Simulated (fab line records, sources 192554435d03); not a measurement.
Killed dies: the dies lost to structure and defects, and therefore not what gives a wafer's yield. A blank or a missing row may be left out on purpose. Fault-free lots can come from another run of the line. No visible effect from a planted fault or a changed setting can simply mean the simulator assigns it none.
Problem report in the 8D (eight disciplines) form, filled by code    flow n5 finfet    the parts of the form that need people (team, actions taken, sign-off) are left out

== 1. PROBLEM STATEMENT ==
temp c at N5_PASSIVATION_STRIP_48 reads a mean of 59.41 C on 5 wafers of 2 lots; wafers without a fault read 60.00 C with a standard deviation of 0.11. That puts it -5.3 standard deviations away from the usual mean.
The step: strips in O2.
First observed at day 16 08:53: wafer L198.3, on rie diel-02. At this step, 32 wafers from 11 lots have a number in the record. By rule, "out" or "out of limits" means more than 4 standard deviations away from the usual mean. Any other wafer with a number is counted as sound.

== 2. WHAT IT IS AND WHAT IT IS NOT ==
question                     is                      is not
which readings at this step  temp c                  drypump motor current A, oes product au, rf vpp V, showerhead plenum p Torr, throttle valve pct
which lots                   L198, L199              L190, L192, L194, L205, L207, L208, L211, L212, L213
which wafers of those lots   all that have a number  -
read on which tools          rie diel-02             rie diel-04, rie diel-05
when                         from day 16 08:53       up to then (9 sound wafers); but 18 sound wafers of L205, L207, L208, L211, L212, L213 came after

== 3. SUSPECTS, AND WHAT RULES EACH OUT ==
Counting: any tool at a process step up to the reading is kept as a suspect provided that every lot that is out went through it and no sound lot did after the first of them.
- pecvd-04 at N5_BEOL_M14_DEP_53 (deposits SiCN from 3MS/NH3, target thk 50 nm, time 17.8 s): kept. Every lot that is out went through it, starting with L198 (day 15 17:21), and after that it ran no sound lot; the last sound lot it ran before then is L194 (day 13 05:55).
- rie diel-02 at N5_PASSIVATION_STRIP_48 (strips in O2): ruled out as a lasting fault. Following L198 (day 16 08:53), the first lot on it that is out, the sound lots L213 were run on it.
The count leaves pecvd-04 at N5_BEOL_M14_DEP_53.

== 4. THE CAUSE (what the simulator had put in) ==
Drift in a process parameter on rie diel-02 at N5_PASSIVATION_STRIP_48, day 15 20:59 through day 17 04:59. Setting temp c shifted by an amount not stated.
Counting ruled it out, wrongly.

== 5. THE CHAIN OF EFFECTS, in route order ==
One row per reading whose mean, taken over the struck wafers that have a number, lies over 3 standard deviations from the usual. Readings are gone through only where the record gives a usual standard deviation; hours: the median, over the lots, of the time from a lot's start at the first step in this table giving one to that lot's start at this step; sigmas: the change measured in usual standard deviations.
hours  step                     reading  usual    on struck wafers  change  sigmas
0      N5_PASSIVATION_STRIP_48  temp c   60.00 C  59.41             -0.59   -5.3
It contains these process steps:
- N5_PASSIVATION_STRIP_48: strips in O2.

== 6. WHAT WOULD HAVE CAUGHT IT SOONER ==
The fault began at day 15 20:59; the first out-of-limits reading in this record came at day 16 08:53, 12 hours later.
